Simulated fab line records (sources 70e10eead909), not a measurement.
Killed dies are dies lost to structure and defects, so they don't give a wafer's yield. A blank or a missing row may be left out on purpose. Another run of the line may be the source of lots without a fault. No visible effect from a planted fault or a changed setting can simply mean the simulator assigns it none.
The tool behind it: which one? | flow nand harc | 6 lots with 18 wafers sampled at 4 steps, on a route of 1302 steps

WHAT THE GAUGES SHOWED, per wafer
NHARC_A_DECK1_JOINT_THK_MEAS_17: measures by ellipsometry.
lot  | measured     | on            | thk nm (nm)
L742 | day 13 09:01 | film metro-02 | 43.9 45.8 44.7
L744 | day 14 02:15 | film metro-02 | 46.3 48.1 44.9
L747 | day 15 15:52 | film metro-01 | 45.4 45.3 46.2
L750 | day 16 21:17 | film metro-01 | 30.1 29.6 28.4 30.0 28.2 28.4
L755 | day 18 15:11 | film metro-01 | 44.1 44.8 46.3
L761 | day 21 07:38 | film metro-02 | 42.5 45.7 45.3

WHICH TOOL RAN EACH LOT (tool, then ch and the chambers of the sampled wafers, then the start)
lot  | NHARC_A_CHANNEL_FILL_D1_ALD_15                 | NHARC_A_CHANNEL_FILL_D1_CMP_10 | NHARC_A_DECK1_JOINT_DEP_16
L742 | ald sin batch-02 ch 0, day 11 16:56 or earlier | cmp-01 ch 1,3, day 11 16:56    | pecvd-03 ch 0,1,2, day 13 08:44
L744 | ald sin batch-01 ch 0, day 12 12:06 or earlier | cmp-04 ch 2,3, day 12 12:06    | pecvd-03 ch 0,1,2, day 14 02:02
L747 | ald sin batch-03 ch 0, day 14 04:35 or earlier | cmp-04 ch 2,3, day 14 04:35    | pecvd-03 ch 1,2, day 15 15:34
L750 | ald sin batch-01 ch 0, day 15 11:35 or earlier | cmp-03 ch 1,2,3, day 15 11:35  | pecvd-03 ch 1,2, day 16 21:02
L755 | ald sin batch-02 ch 0, day 17 05:07 or earlier | cmp-03 ch 0,1, day 17 05:07    | pecvd-02 ch 0,2, day 18 14:56
L761 | ald sin batch-01 ch 0, day 19 22:30 or earlier | cmp-03 ch 1,2,3, day 19 22:30  | pecvd-04 ch 0,2, day 21 07:22
- NHARC_A_CHANNEL_FILL_D1_ALD_15: deposits SiNx, target thk 2 nm, pulse time 60 s, ald cycles 19.
- NHARC_A_CHANNEL_FILL_D1_CMP_10: polishes, target thk 150 nm.
- NHARC_A_DECK1_JOINT_DEP_16: deposits SiO2, target thk 45 nm.

THE ANSWER, worked out from the rows above alone
Rule: the lots themselves supply what counts as usual. The widest of any qualifying gaps counts: lots, ordered by their means at a reading, are off when they make up no more than a third of the lots, leave a main group of 4 or more, and stand apart from it by 3 or more times the standard deviation of that group's means. If all means in a main group match to the digits the tables above print for the reading, that group is not used. A lot without any number at a reading at which 4 lots or more have one is off too. Any other lot the step has rows for is counted as sound.
Off at NHARC_A_DECK1_JOINT_THK_MEAS_17 (thk nm): L750. Mean 45.3 nm and standard deviation 0.68 in the main group.
A tool fits if, at a process step before that reading, it ran every lot that is off, and no sound lot after the first of them. Gauges at NHARC_A_DECK1_JOINT_THK_MEAS_17: tried the same way as those tools. With no start given for some of its lots, NHARC_A_CHANNEL_FILL_D1_ALD_15 uses the hours and lot order of NHARC_A_CHANNEL_FILL_D1_CMP_10. One fits: NHARC_A_DECK1_JOINT_DEP_16 on pecvd-03. A fault onset in the window from L747 (day 15 15:34, its last sound lot) to L750 (day 16 21:02, its first lot off) fits.

WHAT THE SIMULATOR HAD PUT IN
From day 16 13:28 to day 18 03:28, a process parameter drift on pecvd-03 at NHARC_A_DECK1_JOINT_DEP_16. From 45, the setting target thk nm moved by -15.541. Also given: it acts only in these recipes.
Shown lots that were struck: L750. Same finding as the rule above.
